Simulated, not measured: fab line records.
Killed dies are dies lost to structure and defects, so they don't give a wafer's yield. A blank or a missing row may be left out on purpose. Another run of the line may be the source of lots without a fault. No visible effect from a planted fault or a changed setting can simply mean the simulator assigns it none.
A lot that was struck, set against a sound lot || flow nand harc || 14 steps out of a route of 1302
Sound: these wafers, L188.3, L188.4, L188.5. The struck wafers were L183.2, L183.4, L183.6. Last of all comes the cause.
At each step with rows: each side's tool, then ch and its chambers, then its first start. Under that, the readings that differ: sound wafers || struck wafers || difference of the means || sigmas: that difference in standard deviations of wafers without a fault.
alike: words and numbers the same on both sides, and readings whose means are apart by under 2 such deviations; not compared: readings that were withheld, readings missing a value for some wafer, numbers with overlapping values and no deviation given by the record, and bounds like >300 which may hide the same value.
A row with sigmas, a row that says differs or no value, or rows on one side alone: a step with any of these is where the two part. Non-overlapping numbers with no deviation appear without sigmas and do not part them. Lack of a reading on every wafer of one side parts them only where that side has two or more wafers.

first, 1 step without rows for these wafers: NHARC_P_STI_OXIDE_40 (material SiO2, target thk 10 nm, ox time 1362 s).
NHARC_P_STI_INSPECT_25:
  sound on defect inspect-02 at day 11 18:50; struck on defect inspect-01 at day 10 01:07
  alike: raw defect count
then, 10 steps without rows for these wafers: NHARC_P_GATE_ETCH_69 (etches SiO2 in dHF, target depth 14 nm); NHARC_P_GATE_PRECLEAN_70 (cleans in SC1); NHARC_P_GATE_SRD_01; NHARC_P_GATE_OXIDE_02 (material SiO2, target thk 37.5 nm, ox time 365 s); NHARC_P_GATE_DEHYDRATE_03 (time 120 s); NHARC_P_GATE_HMDS_04 (time 30 s); NHARC_P_GATE_COAT_05; NHARC_P_GATE_SOFTBAKE_06 (time 95 s); NHARC_P_GATE_EBR_07; NHARC_P_GATE_EXPOSE_08 (exposes mask P HV).
NHARC_P_GATE_PEB_09: peb time 85 s.
  struck on litho track-05, day 10 09:52; sound on litho track-07 ch 0, day 12 03:11
  no value came back on the struck wafers for chill plate temp C (C), exhaust pa (Pa); on the sound wafers chill plate temp C (C) reads 22.89 22.83 23.09
then, 1 step without rows for these wafers: NHARC_P_GATE_DEVELOP_10 (time 70 s).

== WHERE THEY PART ==
At NHARC_P_GATE_PEB_09 and nowhere else, as far as this record goes.

WHY: what the simulator had put in
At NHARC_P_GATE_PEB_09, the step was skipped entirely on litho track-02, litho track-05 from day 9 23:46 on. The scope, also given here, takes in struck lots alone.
